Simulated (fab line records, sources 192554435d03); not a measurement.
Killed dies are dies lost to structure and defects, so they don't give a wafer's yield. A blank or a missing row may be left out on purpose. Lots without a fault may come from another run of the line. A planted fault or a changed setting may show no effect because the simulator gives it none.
fab line records | flow n5_finfet
record lots=7 wafers=21
route steps=1938 shown HKMG_FIN@429 GATE_CUT@500 MOL_CONTACT_COAG@559 BEOL_M0_SAQP@638
start_h: hours from the record's first day to the start of the lot's first wafer shown | wait_h: hours since the lot's step before | " the same as in the row above | L1.1+2: a row that stands for several wafers | - no value, or no start given | * or withheld: withheld | < > ~ a bound
route shown NAME@n: a module of which the file shows steps, and the number in the route of the first | usual: mean/standard deviation of fault-free wafers | same: alike in all rows | chamber/n: place in a boat | sites: the reading at each site | _std_site: their standard deviation | _edge_site: outer sites' mean less inner sites' | radius_mm: how far each site lies from the wafer's centre | mask NAME#n: copy n | behind: the tool/chamber that last shaped the wafer | hold: why the lot was held/for how many hours/how that ended | device: the transistor (n, p or np) that didn't switch | end of line: the same wafers' tests at the end of the route | a step without rows: its recipe alone | killed: dies lost to structure and defects at the first sort, not the wafer's yield | map: a wafer's dies, x killed, . not, _ none there
set.NAME: the setting as run; set.NAME@STEP: as run at that earlier step | model.NAME: the simulator's own value behind a step, which no gauge read
lots whose settings were changed on purpose; a table a step, a row a wafer
## steps
# step N5_HKMG_FIN_DEVELOP_11
# recipe develop_time_s=30 developer=TMAH resist=CAR-ArF dev_temp_c=23 rinse_liquid=diw dry=air_spin
# columns lot.wafer tool chamber start_h wait_h set.develop_time_s
L074.2+4 litho_track-03 0 - - 30
L074.6 " 0 " " 25.65
L077.1+2 litho_track-03 0 - - 30
L077.4 " 0 " " 27.27
L078.2 litho_track-04 0 - - 30
L078.3+6 " 0 " " 34.26
L087.1+2+6 litho_track-04 0 - - 30
L089.4+5+6 litho_track-03 0 - - 30
L090.1 litho_track-02 0 - - 30
L090.4+6 " 0 " " 35.45
L091.2+5 litho_track-03 0 - - 30
L091.6 " 0 " " 24.05
# step N5_HKMG_FIN_DESCUM_17
# recipe chemistry=O2 time_s=7.9 source_power_w=50 bias_power_w=20 pressure_mtorr=20 rf_frequency_hz=2.712e+07 temp_c=40 resist=CAR-ArF o2_flow_sccm=225
# step N5_HKMG_FIN_ETCH_31
# recipe chemistry=CF4 target=SiARC target_depth_a=455 mask_material=CAR-ArF time_s=75.8 ion_energy_ev=80 pressure_mtorr=40 source_w=545 bias_w=36 Ar_flow_sccm=100 cf4_flow_sccm=100 ends=cleared
# columns lot.wafer tool chamber start_h wait_h set.spin_rpm@HKMG_FIN_COAT_30 model.etch.depth_nm
L074.2 rie_diel-02 2 79.29 0.0 1500 35.14
L074.4 " 1 " " 1500 35.03
L074.6 " 1 " " 1406 36.27
L077.1 rie_diel-02 2 99.61 0.0 1500 35.03
L077.2 " 1 " " 1500 35.06
L077.4 " 3 " " 1500 35.07
L078.2 rie_diel-05 1 103.05 0.0 1500 35.06
L078.3 " 0 " " 1500 34.98
L078.6 " 0 " " 1500 35.03
L087.1 rie_diel-04 1 158.14 0.0 1500 35.15
L087.2 " 3 " " 1500 35.24
L087.6 " 1 " " 1500 35.33
L089.4 rie_diel-04 3 164.88 0.0 1500 35.14
L089.5 " 0 " " 1622 33.85
L089.6 " 3 " " 1500 35.25
L090.1 rie_diel-05 0 170.55 0.0 1500 35.03
L090.4 " 3 " " 1623 33.85
L090.6 " 1 " " 1623 33.68
L091.2 rie_diel-05 3 175.89 0.0 1500 34.76
L091.5 " 3 " " 1500 34.93
L091.6 " 2 " " 1500 34.86
# step N5_GATE_CUT_CUT_ETCH_53
# recipe chemistry=SF6/Cl2 target=W mask_material=SiO2 target_depth_a=792 pressure_mtorr=8 icp_w=900 bias_w=80 SF6_flow_sccm=40 Cl2_flow_sccm=60 ends=cleared
# usual etch_rf_on_time_s=26.7/0.86
# columns lot.wafer tool chamber start_h wait_h set.icp_w etch_rf_on_time_s
L074.2 rie_metal-03 0 88.07 0.1 807.1 30.2
L074.4 " 0 " " 900 27.3
L074.6 " 1 " " 807.1 30.1
L077.1 rie_metal-02 1 108.17 0.1 900 27.1
L077.2 " 0 " " 900 25.5
L077.4 " 1 " " 900 27.1
L078.2 rie_metal-03 1 111.52 0.1 785.7 30.7
L078.3 " 0 " " 900 27.8
L078.6 " 0 " " 900 27.8
L087.1 rie_metal-02 0 167.16 0.1 900 25.7
L087.2 " 1 " " 900 27.0
L087.6 " 0 " " 900 25.6
L089.4 rie_metal-03 1 174.17 0.1 900 27.3
L089.5 " 0 " " 790.5 31.1
L089.6 " 1 " " 790.5 30.5
L090.1 rie_metal-03 0 179.42 0.1 1025 24.7
L090.4 " 1 " " 1025 24.3
L090.6 " 1 " " 1025 24.2
L091.2 rie_metal-03 0 185.79 0.1 794.2 31.1
L091.5 " 0 " " 900 27.7
L091.6 " 1 " " 900 26.9
# step N5_MOL_CONTACT_COAG_ALD_27
# recipe material=SiOC target_thk_a=170 temp_c=400 ald_precursor_family=carbosiloxane ald_co_reactant=H2-plasma pulse_time_s=1.5 time_s=2720 purge_time_s=2 co_reactant_purge_time_s=2 ald_cycles=340 pressure_torr=2
# columns lot.wafer tool chamber start_h wait_h set.ald_cycles model.SiOC_of_MOL_CONTACT_COAG_ALD_27.thk_nm
L074.2 ald_sin-03 2 101.98 0.0 395 19.8
L074.4 " 3 " " 395 19.6
L074.6 " 2 " " 340 17
L077.1+2 ald_sin-04 0,1 118.98 0.0 320 16
L077.4 " 2 " " 340 17.2
L078.2+6 ald_sin-03 1,3 123.66 0.0 320 16
L078.3 " 0 " " 340 16.8
L087.1+6 ald_sin-01 1 177.15 0.0 340 17.2
L087.2 " 2 " " 340 17
L089.4+6 ald_sin-01 1,0 185.23 1.3 340 17
L089.5 " 3 " " 373 18.6
L090.1+6 ald_sin-04 2,3 192.12 0.0 340 17
L090.4 " 1 " " 340 17.2
L091.2 ald_sin-01 2 194.88 0.0 285 14.2
L091.5+6 " 0,1 " " 285 14.4
# step N5_MOL_CONTACT_COAG_EXPOSE_81
# recipe mask_id=VG na=0.33 source_shape=annular sigma_inner=0.3 sigma_outer=0.7 polarization=unpolarized defocus_nm=0 dose_mj=59.5
# columns lot.wafer tool chamber start_h wait_h mask set.dose_mj
L074.2+4+6 euv_scanner-02 0 104.59 - VG#0 59.5
L077.1+2+4 euv_scanner-01 0 121.81 - VG#0 59.5
L078.2+3+6 euv_scanner-01 0 126.26 - VG#0 59.5
L087.1+2+6 euv_scanner-02 0 179.75 - VG#0 59.5
L089.4+6 euv_scanner-01 0 188.15 - VG#0 59.5
L089.5 " 0 " " VG#0 57.51
L090.1+6 euv_scanner-02 0 194.84 - VG#0 59.5
L090.4 " 0 " " VG#0 55.69
L091.2 euv_scanner-01 0 197.97 - VG#0 58.04
L091.5+6 " 0 " " VG#0 59.5
# step N5_MOL_CONTACT_COAG_PEB_82
# recipe peb_temp_c=100 peb_time_s=60 resist=CAR-EUV
# step N5_MOL_CONTACT_COAG_DEVELOP_83
# recipe develop_time_s=30 developer=TMAH resist=CAR-EUV rinse_liquid=surfactant_rinse dry=air_spin dev_temp_c=23
# step N5_MOL_CONTACT_COAG_CD_MEAS_84
# recipe target_cd_nm=25.1 landing_energy_ev=500 detector=se_inlens polarity=opening
# usual cd_nm=24.97/0.24
# columns lot.wafer tool chamber start_h wait_h set.dose_mj@MOL_CONTACT_COAG_EXPOSE_81 cd_nm
L074.2 cd_sem-02 0 104.73 - 59.5 24.88
L074.4 " 0 " " 59.5 24.89
L074.6 " 0 " " 59.5 25.26
L077.1 cd_sem-01 0 121.95 - 59.5 25.11
L077.2 " 0 " " 59.5 25.07
L077.4 " 0 " " 59.5 25.06
L078.2 cd_sem-02 0 126.40 - 59.5 24.72
L078.3 " 0 " " 59.5 24.95
L078.6 " 0 " " 59.5 25.11
L087.1 cd_sem-02 0 179.89 - 59.5 24.59
L087.2 " 0 " " 59.5 24.93
L087.6 " 0 " " 59.5 25.00
L089.4 cd_sem-02 0 188.27 - 59.5 24.90
L089.5 " 0 " " 57.51 24.10
L089.6 " 0 " " 59.5 24.95
L090.1 cd_sem-01 0 194.98 - 59.5 25.49
L090.4 " 0 " " 55.69 23.44
L090.6 " 0 " " 59.5 25.03
L091.2 cd_sem-03 0 198.10 - 58.04 24.34
L091.5 " 0 " " 59.5 25.26
L091.6 " 0 " " 59.5 24.74
# step N5_BEOL_M0_SAQP_PECVD_04
# recipe material=a-Si target_thk_a=600 temp_c=350 precursor=SiH4/He pressure_torr=3 rf_w=100 time_s=60.2
# columns lot.wafer tool chamber start_h wait_h set.time_s model.a-Si_of_BEOL_M0_SAQP_PECVD_04.thk_nm
L074.2 pecvd-02 2 113.78 0.0 60.2 59
L074.4 " 2 " " 60.2 60.2
L074.6 " 0 " " 60.2 59.8
L077.1 pecvd-04 0 129.66 0.0 60.2 59.6
L077.2 " 1 " " 54.96 53.6
L077.4 " 2 " " 54.96 54.2
L078.2 pecvd-01 0 135.03 0.0 67.54 68.2
L078.3 " 1 " " 67.54 67.4
L078.6 " 1 " " 60.2 60.8
L087.1 pecvd-01 1 190.99 0.0 60.2 60.2
L087.2 " 0 " " 60.2 59.8
L087.6 " 2 " " 60.2 60
L089.4 pecvd-02 1 197.60 0.0 66.19 66.6
L089.5 " 2 " " 60.2 59.4
L089.6 " 0 " " 60.2 59.6
L090.1 pecvd-02 1 202.49 0.0 60.2 60.2
L090.4 " 1 " " 60.2 60.6
L090.6 " 0 " " 60.2 60
L091.2 pecvd-04 0 207.01 0.0 65.94 64.8
L091.5 " 0 " " 65.94 66
L091.6 " 2 " " 60.2 59.4
# step N5_BEOL_M0_SAQP_THK_MEAS_05
# usual thk_nm=59.9/0.89
# columns lot.wafer tool chamber start_h wait_h set.time_s@BEOL_M0_SAQP_PECVD_04 thk_nm
L074.2 film_metro-02 - 113.88 0.1 60.2 59.0
L074.4 " - " " 60.2 60.1
L074.6 " - " " 60.2 59.8
L077.1 film_metro-01 - 129.76 0.1 60.2 59.6
L077.2 " - " " 54.96 53.7
L077.4 " - " " 54.96 54.3
L078.2 film_metro-02 - 135.12 0.1 67.54 68.2
L078.3 " - " " 67.54 67.4
L078.6 " - " " 60.2 60.8
L087.1 film_metro-02 - 191.08 0.1 60.2 60.3
L087.2 " - " " 60.2 59.8
L087.6 " - " " 60.2 60.0
L089.4 film_metro-02 - 197.66 0.0 66.19 66.6
L089.5 " - " " 60.2 59.3
L089.6 " - " " 60.2 59.6
L090.1 film_metro-01 - 202.59 0.1 60.2 60.3
L090.4 " - " " 60.2 60.6
L090.6 " - " " 60.2 60.1
L091.2 film_metro-02 - 207.11 0.1 65.94 64.8
L091.5 " - " " 65.94 66.1
L091.6 " - " " 60.2 59.4
# step N5_BEOL_M0_SAQP_HM_DEP_111
# recipe material=SiO2 target_thk_a=120 temp_c=400 precursor=SiH4/N2O pressure_torr=0.75 rf_w=275 time_s=7.2
# columns lot.wafer tool chamber start_h wait_h set.time_s model.SiO2_of_BEOL_M0_SAQP_HM_DEP_111.thk_nm
L074.2 pecvd-04 2 113.91 0.0 6.75 10.8
L074.4 " 2 " " 6.75 11.2
L074.6 " 1 " " 7.2 12
L077.1 pecvd-04 2 129.79 0.0 7.491 12.4
L077.2 " 1 " " 7.491 12.6
L077.4 " 0 " " 7.2 12.6
L078.2 pecvd-02 2 135.16 0.0 7.2 12
L078.3 " 1 " " 7.2 12.2
L078.6 " 2 " " 6.236 10.4
L087.1+2 pecvd-04 1,0 191.12 0.0 7.2 12.2
L087.6 " 0 " " 7.2 12.6
L089.4 pecvd-01 2 197.72 0.1 7.584 13
L089.5 " 0 " " 7.584 12.8
L089.6 " 1 " " 7.2 12
L090.1+6 pecvd-01 0,1 202.63 0.0 7.2 12.2
L090.4 " 2 " " 7.482 13
L091.2 pecvd-02 0 207.15 0.0 7.2 12.2
L091.5 " 2 " " 7.2 12
L091.6 " 1 " " 6.819 11.6
# step N5_BEOL_M0_SAQP_COAT_81
# recipe resist=SOC temp_c=250 time_s=60 spin_rpm=1500 resist_thk_nm=100
# step N5_BEOL_M0_SAQP_COAT_82
# recipe resist=SiARC temp_c=220 time_s=60 spin_rpm=1500 resist_thk_nm=30
# step N5_BEOL_M0_SAQP_ETCH_84
# recipe chemistry=N2/H2 target=SOC target_depth_a=1000 overetch_a=200 mask_material=SiARC temp_c=40 time_s=150 ion_energy_ev=200 pressure_mtorr=30 source_w=840 bias_w=150 n2_flow_sccm=200 h2_flow_sccm=200
# step N5_BEOL_M0_SAQP_STRIP_80
# recipe chemistry=N2/H2 temp_c=40 n2_flow_sccm=200 h2_flow_sccm=200 rf_frequency_hz=6e+07
# step N5_BEOL_M0_SAQP_HM_OPEN_112
# recipe chemistry=CHF3/O2 target=SiO2 stop_on=a-Si target_depth_a=120 over_etch_frac=1.25 mask_material=SOC time_s=13.5 pressure_mtorr=30 source_w=650 bias_w=170 Ar_flow_sccm=200 CHF3_flow_sccm=50 O2_flow_sccm=5 ion_energy_ev=200 ends=end_point
# columns lot.wafer tool chamber start_h wait_h set.time_s@BEOL_M0_SAQP_HM_DEP_111 model.etch.depth_nm
L074.2 rie_diel-03 2 114.52 0.0 6.75 10.83
L074.4 " 0 " " 6.75 11.19
L074.6 " 0 " " 7.2 12
L077.1 rie_diel-06 1 130.40 0.0 7.491 12.45
L077.2 " 2 " " 7.491 12.64
L077.4 " 0 " " 7.2 12.51
L078.2 rie_diel-06 2 135.89 0.0 7.2 11.97
L078.3 " 1 " " 7.2 12.29
L078.6 " 3 " " 6.236 10.5
L087.1 rie_diel-03 2 191.85 0.0 7.2 12.19
L087.2 " 1 " " 7.2 12.16
L087.6 " 3 " " 7.2 12.55
L089.4 rie_diel-06 2 198.51 0.0 7.584 12.94
L089.5 " 3 " " 7.584 12.86
L089.6 " 2 " " 7.2 12.08
L090.1 rie_diel-01 0 203.35 0.0 7.2 12.2
L090.4 " 1 " " 7.482 13.06
L090.6 " 3 " " 7.2 12.25
L091.2 rie_diel-03 1 208.01 0.0 7.2 12.14
L091.5 " 3 " " 7.2 12.09
L091.6 " 2 " " 6.819 11.67
# step N5_BEOL_M0_SAQP_STRIP_113
# recipe chemistry=CHF3/O2 resist=SiARC rf_frequency_hz=6e+07
# step N5_BEOL_M0_SAQP_MANDREL_ETCH_20
# recipe target_depth_a=600 chemistry=HBr/Cl2 target=a-Si stop_on=SiNx bt_time_s=10 mask_material=SOC over_etch_frac=0.5 time_s=30 pressure_mtorr=10 icp_w=800 bias_w=75 HBr_flow_sccm=150 Cl2_flow_sccm=80 ends=end_point
# columns lot.wafer tool chamber start_h wait_h set.time_s@BEOL_M0_SAQP_PECVD_04 model.etch.depth_nm
L074.2 rie_si-01 2 114.60 0.0 60.2 59
L074.4 " 0 " " 60.2 60.17
L074.6 " 1 " " 60.2 59.76
L077.1 rie_si-04 2 130.48 0.0 60.2 59.57
L077.2 " 0 " " 54.96 53.68
L077.4 " 1 " " 54.96 54.22
L078.2 rie_si-01 2 135.97 0.0 67.54 68.24
L078.3 " 0 " " 67.54 67.42
L078.6 " 3 " " 60.2 60.79
L087.1 rie_si-04 1 191.93 0.0 60.2 60.28
L087.2 " 2 " " 60.2 59.71
L087.6 " 2 " " 60.2 59.88
L089.4 rie_si-06 2 198.59 0.0 66.19 66.62
L089.5 " 2 " " 60.2 59.3
L089.6 " 1 " " 60.2 59.64
L090.1 rie_si-01 0 203.44 0.0 60.2 60.29
L090.4 " 2 " " 60.2 60.68
L090.6 " 2 " " 60.2 60.1
L091.2 rie_si-04 0 208.09 0.0 65.94 64.7
L091.5 " 3 " " 65.94 66.01
L091.6 " 0 " " 60.2 59.44
# step N5_BEOL_M0_SAQP_STRIP_86
# recipe chemistry=N2/H2 power_w=500 temp_c=40 pressure_mtorr=50 rf_frequency_hz=6e+07 overash_fraction=0.3 bias_power_w=28 h2_frac=0.5 n2_flow_sccm=300 h2_flow_sccm=300
# step N5_BEOL_M0_SAQP_STRIP_115
# recipe chemistry=post_etch_residue_remover time_s=60 temp_c=25 remover_ph=withheld remover_water_wt_pct=withheld remover_fluoride_wt_pct=withheld
# columns lot.wafer tool chamber start_h wait_h set.time_s@BEOL_M0_SAQP_HM_DEP_111 model.SiO2_of_BEOL_M0_SAQP_HM_DEP_111.thk_nm
L074.2 wet_bench-05 1 114.76 - 6.75 10.8
L074.4 " 3 " " 6.75 11
L074.6 " 4 " " 7.2 11.8
L077.1 wet_bench-02 5 130.64 - 7.491 12.4
L077.2 " 4 " " 7.491 12.6
L077.4 " 1 " " 7.2 12.4
L078.2 wet_bench-02 2 136.14 - 7.2 11.8
L078.3 " 1 " " 7.2 12.2
L078.6 " 0 " " 6.236 10.4
L087.1+2 wet_bench-05 6,5 192.10 - 7.2 12
L087.6 " 3 " " 7.2 12.4
L089.4+5 wet_bench-02 4,5 198.80 - 7.584 12.8
L089.6 " 0 " " 7.2 12
L090.1+6 wet_bench-02 6,1 203.77 - 7.2 12.2
L090.4 " 5 " " 7.482 13
L091.2+5 wet_bench-05 7,6 208.26 - 7.2 12
L091.6 " 3 " " 6.819 11.6
# step N5_BEOL_M0_SAQP_EXPOSE_37
# recipe mask_id=M0_CUT1 na=0.33 source_shape=annular sigma_inner=0.35 sigma_outer=0.8 polarization=unpolarized target_cd_nm=30 dose_mj=44.75
# columns lot.wafer tool chamber start_h wait_h mask set.dose_mj
L074.2+4+6 euv_scanner-02 0 117.96 - M0_CUT1#0 44.75
L077.1+4 euv_scanner-02 0 133.75 - M0_CUT1#0 42.1
L077.2 " 0 " " M0_CUT1#0 44.75
L078.2+6 euv_scanner-02 0 139.21 - M0_CUT1#0 44.75
L078.3 " 0 " " M0_CUT1#0 46.01
L087.1+2+6 euv_scanner-02 0 195.29 - M0_CUT1#0 44.75
L089.4+5+6 euv_scanner-02 0 203.33 - M0_CUT1#0 44.75
L090.1+4+6 euv_scanner-01 0 209.27 - M0_CUT1#0 44.75
L091.2+5+6 euv_scanner-02 0 212.51 - M0_CUT1#0 44.75
# step N5_BEOL_M0_SAQP_PEB_38
# recipe peb_temp_c=100 peb_time_s=60 resist=CAR-EUV
# step N5_BEOL_M0_SAQP_DEVELOP_39
# recipe develop_time_s=30 developer=TMAH resist=CAR-EUV rinse_liquid=surfactant_rinse dry=air_spin dev_temp_c=23
# step N5_BEOL_M0_SAQP_CD_MEAS_40
# recipe target_cd_nm=30 landing_energy_ev=500 detector=se_inlens
# usual cd_nm=29.94/0.26
# columns lot.wafer tool chamber start_h wait_h set.dose_mj@BEOL_M0_SAQP_EXPOSE_37 cd_nm
L074.2 cd_sem-03 0 118.08 - 44.75 29.57
L074.4 " 0 " " 44.75 30.11
L074.6 " 0 " " 44.75 29.89
L077.1 cd_sem-02 0 133.88 - 42.1 28.81
L077.2 " 0 " " 44.75 30.21
L077.4 " 0 " " 42.1 28.87
L078.2 cd_sem-01 0 139.33 - 44.75 29.66
L078.3 " 0 " " 46.01 30.43
L078.6 " 0 " " 44.75 29.83
L087.1 cd_sem-03 0 195.42 - 44.75 29.71
L087.2 " 0 " " 44.75 29.91
L087.6 " 0 " " 44.75 29.93
L089.4 cd_sem-01 0 203.45 - 44.75 29.87
L089.5 " 0 " " 44.75 29.47
L089.6 " 0 " " 44.75 29.91
L090.1 cd_sem-01 0 209.41 - 44.75 29.60
L090.4 " 0 " " 44.75 29.86
L090.6 " 0 " " 44.75 29.81
L091.2 cd_sem-01 0 212.64 - 44.75 30.16
L091.5 " 0 " " 44.75 29.92
L091.6 " 0 " " 44.75 29.54
## key
split step=N5_HKMG_FIN_DEVELOP_11 setting=develop_time_s stated=30 by=wafer
response none clear
split step=N5_GATE_CUT_CUT_ETCH_53 setting=icp_w stated=900 by=wafer
response step=N5_GATE_CUT_CUT_ETCH_53 reading=etch_rf_on_time_s change=* per=1% r=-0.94
split step=N5_MOL_CONTACT_COAG_ALD_27 setting=ald_cycles stated=340 by=wafer
response step=N5_MOL_CONTACT_COAG_ALD_27 reading=model.SiOC_of_MOL_CONTACT_COAG_ALD_27.thk_nm change=+0.167 per=1% r=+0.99
split step=N5_MOL_CONTACT_COAG_EXPOSE_81 setting=dose_mj stated=59.5 by=wafer
response step=N5_MOL_CONTACT_COAG_CD_MEAS_84 reading=cd_nm change=+0.275 per=1% r=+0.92
split step=N5_BEOL_M0_SAQP_PECVD_04 setting=time_s stated=60.2 by=wafer
response step=N5_BEOL_M0_SAQP_PECVD_04 reading=model.a-Si_of_BEOL_M0_SAQP_PECVD_04.thk_nm change=+0.634 per=1% r=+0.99
response step=N5_BEOL_M0_SAQP_THK_MEAS_05 reading=thk_nm change=* per=1% r=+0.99
response step=N5_BEOL_M0_SAQP_MANDREL_ETCH_20 reading=model.etch.depth_nm change=+0.633 per=1% r=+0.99
split step=N5_BEOL_M0_SAQP_HM_DEP_111 setting=time_s stated=7.2 by=wafer
response step=N5_BEOL_M0_SAQP_HM_DEP_111 reading=model.SiO2_of_BEOL_M0_SAQP_HM_DEP_111.thk_nm change=+0.128 per=1% r=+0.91
response step=N5_BEOL_M0_SAQP_HM_OPEN_112 reading=model.etch.depth_nm change=+0.125 per=1% r=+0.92
response step=N5_BEOL_M0_SAQP_STRIP_115 reading=model.SiO2_of_BEOL_M0_SAQP_HM_DEP_111.thk_nm change=+0.121 per=1% r=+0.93
split step=N5_BEOL_M0_SAQP_EXPOSE_37 setting=dose_mj stated=44.75 by=wafer
response step=N5_BEOL_M0_SAQP_CD_MEAS_40 reading=cd_nm change=+0.234 per=1% r=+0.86
split outside_this_file step=N5_HKMG_FIN_COAT_30 setting=spin_rpm
# split outside_this_file: this setting was split too, and the file shows its column; the key of that split is in another file
